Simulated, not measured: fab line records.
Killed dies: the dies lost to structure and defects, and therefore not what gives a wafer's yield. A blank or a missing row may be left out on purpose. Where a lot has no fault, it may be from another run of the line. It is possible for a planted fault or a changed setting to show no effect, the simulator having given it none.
Struck lot and sound lot, side by side -- flow n5_finfet -- 32 steps out of a route of 1938
Sound: the wafers L900.2, L900.3, L900.5. Wafers L901.1, L901.2, L901.3 were the ones struck. The cause is named last.
Order at every step that has rows: each side's tool, ch and its chambers, its first start. Under that, the readings that differ: sound wafers -- struck wafers -- difference of the means -- sigmas: that difference in standard deviations of wafers without a fault.
alike: same words and numbers on both sides, and readings whose means sit less than 2 such deviations apart. not compared: any withheld reading, any reading some wafer has no value for, any bound like >300 that may hide the same value, and any number with overlapping values for which the record gives no deviation.
Wherever a step has rows on one side only, a row that says differs or no value, or a row with sigmas, the two part there. When numbers do not overlap yet have no deviation, they are printed without sigmas and do not part them. Lack of a reading on every wafer of one side parts them only where that side has two or more wafers.

first, 9 steps without rows for these wafers: N5_SD_EPI_P_SOFTBAKE_04 (time 60 s); N5_SD_EPI_P_EXPOSE_06 (exposes mask SD P BLK, target cd 240 nm); N5_SD_EPI_P_PEB_07 (peb time 60 s); N5_SD_EPI_P_DEVELOP_08 (develop time 30 s); N5_SD_EPI_P_DESCUM_14 (chemistry O2, time 7.9 s); N5_SD_EPI_P_ETCH_36 (etches SiARC in CF4, target depth 45.5 nm, time 75.8 s); N5_SD_EPI_P_ETCH_37 (etches SOC in N2/H2, overetch 108 nm, time 486 s); N5_SD_EPI_P_STRIP_38 (strips in N2/H2); N5_SD_EPI_P_ETCHBACK_46 (etches SiNx in CH3F/O2, stops on SiO2, target depth 17.5 nm).
N5_SD_EPI_P_ETCH_47: etches SiOCN in CH3F/O2, target depth 25 nm.
  sound on rie_diel-06 ch 0,1,3, day 4 05:28; struck on rie_diel-06 ch 1,2,3, day 4 14:07
  alike: bias_w, drypump_motor_current_A, oes_product_au, rf_fwd_power_W, rf_vpp_V, showerhead_plenum_p_Torr, throttle_valve_pct
  not compared: rf_hours_counter_h
then, 16 steps without rows for these wafers: N5_SD_EPI_P_ETCH_16 (etches SiO2 in CHF3/O2, target depth 5 nm); N5_SD_EPI_P_STRIP_50 (strips in CHF3/O2); N5_SD_EPI_P_SD_RECESS_17 (chemistry HBr/Cl2/O2, target depth 39.1 nm, bt time 3 s); N5_SD_EPI_P_WET_ETCH_45 (etches SiO2 in dHF, time 10.7 s, target depth 2 nm, rinse time 30 s); N5_SD_EPI_P_STRIP_40 (strips in N2/H2); N5_SD_EPI_P_PRECLEAN_52 (cleans in O3/DIW, time 60 s); N5_SD_EPI_P_SRD_20 (time 30 s); N5_SD_EPI_P_PRECLEAN_51 (cleans in NF3:NH3, afs cycles 1, time 20 s, sublimation time 60 s); N5_SD_EPI_P_VAPOR_ETCH_44 (etches SiGe30 in NF3/Ar, time 3.3 s); N5_SD_EPI_P_EPI_21 (deposits SiGe:B, time 355 s); N5_SD_EPI_P_HM_STRIP_48 (strips SiNx in H3PO4, material SiNx, target depth 3 nm); N5_SD_EPI_P_SRD_49 (time 30 s); N5_SD_EPI_P_PRECLEAN_24 (cleans in O3/DIW, time 45 s); N5_SD_EPI_P_PRECLEAN_32 (cleans in dHF, time 10 s); N5_SD_EPI_P_PRECLEAN_33 (cleans in SC2, time 45 s); N5_SD_EPI_P_SRD_25 (time 30 s).
N5_SD_EPI_P_INSPECT_26: inspects for defects (darkfield).
  sound on defect_inspect-02 at day 4 08:40; struck on defect_inspect-01 at day 4 17:19
reading,sound,struck,difference,sigmas
raw_defect_count,155 179 192,501 513 545,+344,+9
then, 2 steps without rows for these wafers: N5_SD_ACTIVATION_RTA_00 (time 0 s); N5_SD_ACTIVATION_LSA_01 (time 0.0008 s).
N5_SD_ACTIVATION_INSPECT_02: inspects for defects (darkfield).
  sound on defect_inspect-02 at day 4 09:35; struck on defect_inspect-01 at day 4 18:04
reading,sound,struck,difference,sigmas
raw_defect_count,150 179 203,513 516 553,+350,+9
then, 1 step without rows for these wafers: N5_ILD0_LINER_00 (material SiNx, target thk 4 nm, pulse time 1 s, purge time 2 s).
-- the record jumps here: 11 days lie between the struck wafers' starts before and after (it left off in module ILD0 and takes up again in module PASSIVATION, whose first step shown is number 1936 of the route) --
N5_PASSIVATION_PROBE_49:
  rows exist in the record for the struck wafers here (prober-01, day 15 07:31), but not for the sound ones

== WHERE THEY PART ==
Last at N5_PASSIVATION_PROBE_49 as far as this record goes, first at N5_SD_EPI_P_INSPECT_26.

WHY: what the simulator had put in
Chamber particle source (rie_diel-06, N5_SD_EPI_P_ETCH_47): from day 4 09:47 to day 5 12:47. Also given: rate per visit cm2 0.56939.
